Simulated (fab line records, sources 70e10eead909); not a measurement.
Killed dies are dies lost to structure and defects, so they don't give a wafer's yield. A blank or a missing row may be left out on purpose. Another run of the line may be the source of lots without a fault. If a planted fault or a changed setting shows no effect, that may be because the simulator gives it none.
Which tool was responsible? | flow nandHarc | 11 lots with 33 wafers sampled at 6 steps, on a route of 1159 steps

## WHAT EACH GAUGE READ, for each wafer
NHARC_P_M2_INSPECT_27. Usual: rawDefectCount at 338, with a standard deviation of 140.
lot  | measured     | on               | rawDefectCount | flag
L792 | day 6 15:46  | defectInspect-02 | 287 294 345    | 
L791 | day 6 16:23  | defectInspect-02 | 252 209 346    | 
L794 | day 6 19:27  | defectInspect-02 | 340 387 461    | 
L793 | day 7 00:23  | defectInspect-02 | 449 489 569    | 
L795 | day 7 06:02  | defectInspect-01 | 180 216 192    | 
L796 | day 7 06:40  | defectInspect-02 | 420 269 551    | 
L798 | day 8 05:09  | defectInspect-02 | 355 372 418    | 
L802 | day 9 10:34  | defectInspect-02 | 409 615 279    | 
L808 | day 10 13:31 | defectInspect-01 | 987 489 466    | 
L809 | day 10 19:37 | defectInspect-01 | 272 346 394    | 
L812 | day 11 12:46 | defectInspect-01 | 612 572 282    | 

NHARC_END_SORT_01. Usual: defectLimitedYield 95.7 %, standard deviation 1.4; killedAtArray 25, standard deviation 9.2; killedAtOther 0.9, standard deviation 1.3; killedAtPeriphery 3.3, standard deviation 2.3; killedDies 29, standard deviation 9.6; killedOpen 3.2, standard deviation 1.8; killedShort 2, standard deviation 1.4; sort_bin_2_pct 1.3 %, standard deviation 0.65; sort_bin_3_pct 0.25 %, standard deviation 0.21; sort_bin_4_pct 2.8 %, standard deviation 0.9; sortNPass 648, standard deviation 9.6; sortRimYieldPct 94 %, standard deviation 3; sortYieldPct 95.7 %, standard deviation 1.4.
lot  | measured     | on        | defectLimitedYield (%) | killedAtArray | killedAtOther | killedAtPeriphery | killedDies | killedOpen | killedShort | sort_bin_2_pct (%) | sort_bin_3_pct (%) | sort_bin_4_pct (%) | sortNPass   | sortRimYieldPct (%) | sortYieldPct (%) | flag
L802 | day 22 08:16 | prober-02 | 94.8 92.8 93.4         | 31 44 35      | 0 0 0         | 4 5 10            | 35 49 45   | 3 3 1      | 3 2 3       | 0.9 1.9 1.3        | 0.74 0.30 0.44     | 3.5 5.0 4.9        | 642 628 632 | 91 92 85            | 94.8 92.8 93.4   | 
L809 | day 24 16:02 | prober-02 | 95.1 94.8 93.6         | 29 31 37      | 1 0 0         | 3 4 6             | 33 35 43   | 3 4 3      | 2 1 0       | 2.2 1.3 2.7        | 0.44 0.74 0.30     | 2.2 3.1 3.4        | 644 642 634 | 88 90 92            | 95.1 94.8 93.6   | 

## WHAT TOOL EACH LOT RAN ON (gives the tool, then ch and the chambers of the sampled wafers, and finally the start)
lot  | NHARC_P_M2_DEGAS_29         | NHARC_P_M2_ECD_22             | NHARC_P_M2_CMP_23             | NHARC_P_BONDPAD_DEP_00
L792 | pvdSputter-03, day 6 14:12  | ecdCu-02 ch 0,1, day 6 14:34  | cmp-04 ch 1,2,3, day 6 15:17  | pecvd-01 ch 0,1,2, day 6 16:26
L791 | pvdSputter-02, day 6 14:43  | ecdCu-02 ch 0,1, day 6 15:12  | cmp-04 ch 1,2,3, day 6 15:55  | pecvd-03 ch 0,1,2, day 6 16:57
L794 | pvdSputter-03, day 6 17:51  | ecdCu-01 ch 0,1, day 6 18:18  | cmp-03 ch 0,2, day 6 19:00    | pecvd-03 ch 1,2, day 6 20:01
L793 | pvdSputter-01, day 6 22:51  | ecdCu-02 ch 1, day 6 23:15    | cmp-01 ch 1,3, day 6 23:55    | pecvd-04 ch 0,1,2, day 7 01:02
L795 | pvdSputter-02, day 7 04:28  | ecdCu-01 ch 0,1, day 7 04:50  | cmp-04 ch 1,3, day 7 05:33    | pecvd-03 ch 0,1,2, no start
L796 | pvdSputter-03, day 7 05:04  | ecdCu-01 ch 0,1, day 7 05:25  | cmp-04 ch 1,2, day 7 06:13    | pecvd-03 ch 0,1,2, day 7 07:13
L798 | pvdSputter-03, day 8 03:34  | ecdCu-02 ch 0,1, day 8 03:58  | cmp-01 ch 0,2,3, day 8 04:40  | pecvd-03 ch 0,1,2, day 8 05:43
L802 | pvdSputter-03, day 9 08:57  | ecdCu-02 ch 0,1, day 9 09:22  | cmp-01 ch 0,1,3, day 9 10:05  | pecvd-01 ch 1,2, day 22 08:16 or earlier
L808 | pvdSputter-02, day 10 11:56 | ecdCu-01 ch 0,1, day 10 12:19 | cmp-03 ch 0,1,2, day 10 13:02 | pecvd-04 ch 0,1,2, day 10 14:08
L809 | pvdSputter-03, day 10 18:01 | ecdCu-01 ch 0,1, day 10 18:23 | cmp-04 ch 2,3, day 10 19:07   | pecvd-03 ch 0,1, day 10 20:10
L812 | pvdSputter-03, day 11 11:14 | ecdCu-01 ch 0,1, day 11 11:35 | cmp-04 ch 0,1,3, day 11 12:18 | pecvd-01 ch 0,1,2, no start
- NHARC_P_M2_DEGAS_29: time 60 s.
- NHARC_P_M2_ECD_22: material Cu, target thk 400 nm.
- NHARC_P_M2_CMP_23: polishes, t overpolish 20 s, target thk 144.3 nm.
- NHARC_P_BONDPAD_DEP_00: deposits SiCN, target thk 250 nm.

## AS READ BY THE TOOLS THEMSELVES (means over the sampled wafers that have a number; for cases with no such wafer, the mark the record gives instead)
NHARC_P_M2_DEGAS_29. Usual: heaterPowerW at 328 W, with a standard deviation of 27.
lot  | tool          | heaterPowerW (W) | flag
L792 | pvdSputter-03 | 344              | 
L791 | pvdSputter-02 | 309              | 
L794 | pvdSputter-03 | 331              | 
L793 | pvdSputter-01 | 328              | 
L795 | pvdSputter-02 | 277              | 
L796 | pvdSputter-03 | 346              | 
L798 | pvdSputter-03 | 341              | 
L802 | pvdSputter-03 | 341              | 
L808 | pvdSputter-02 | 295              | 
L809 | pvdSputter-03 | 339              | 
L812 | pvdSputter-03 | 331              | 

NHARC_P_M2_CMP_23. Usual: motorCurrentA 12.3 A, standard deviation 1.2; padLifeWafers 262, standard deviation 130; timeToEndpointS 28.8 s, standard deviation 2.3.
lot  | tool   | motorCurrentA (A) | padLifeWafers | timeToEndpointS (s) | flag
L792 | cmp-04 | 12.7              | 121           | 28.8                | 
L791 | cmp-04 | 12.6              | 134           | 28.0                | 
L794 | cmp-03 | 10.5              | 428           | 28.5                | 
L793 | cmp-01 | 12.0              | 337           | 26.7                | 
L795 | cmp-04 | 12.3              | 205           | 31.3                | 
L796 | cmp-04 | 11.5              | 212           | 28.3                | 
L798 | cmp-01 | 11.9              | 523           | 29.7                | 
L802 | cmp-01 | 12.2              | 103           | 22.2                | 
L808 | cmp-03 | 11.3              | 368           | 26.8                | 
L809 | cmp-04 | 13.3              | 144           | 27.8                | 
L812 | cmp-04 | 13.1              | 260           | 27.6                | 

NHARC_P_BONDPAD_DEP_00. Usual: chamberPressureTorr 3.001 Torr, standard deviation 0.0067; heaterPowerW 603 W, standard deviation 66.
lot  | tool     | chamberPressureTorr (Torr) | heaterPowerW (W) | flag
L792 | pecvd-01 | 3.001                      | 605              | 
L791 | pecvd-03 | 2.997                      | 620              | 
L794 | pecvd-03 | 2.995                      | 642              | 
L793 | pecvd-04 | 2.999                      | 530              | 
L795 | pecvd-03 | 2.998                      | 636              | 
L796 | pecvd-03 | 3.005                      | 629              | 
L798 | pecvd-03 | 3.004                      | 627              | 
L802 | pecvd-01 | 3.000                      | 633              | 
L808 | pecvd-04 | 2.999                      | 571              | 
L809 | pecvd-03 | 3.005                      | 621              | 
L812 | pecvd-01 | 3.001                      | 579              | 

## THE ANSWER, worked out from the rows above alone
Rule: lot off if the mean of its wafers having a number is beyond 3 standard deviations from the usual mean. Also off: a lot with no number at a reading for which 4 or more lots have one. The other lots that the step has rows for count as sound. The gauges are gone through in route order, then the tools' own readings, and for those a lot's mean is taken as printed above. At the first step where some lot is off, the reading lying furthest off is the one used; lots without a number count as furthest.
Across all readings shown, no lot is off: no conclusion can be drawn from this.

## WHAT THE SIMULATOR HAD INSERTED
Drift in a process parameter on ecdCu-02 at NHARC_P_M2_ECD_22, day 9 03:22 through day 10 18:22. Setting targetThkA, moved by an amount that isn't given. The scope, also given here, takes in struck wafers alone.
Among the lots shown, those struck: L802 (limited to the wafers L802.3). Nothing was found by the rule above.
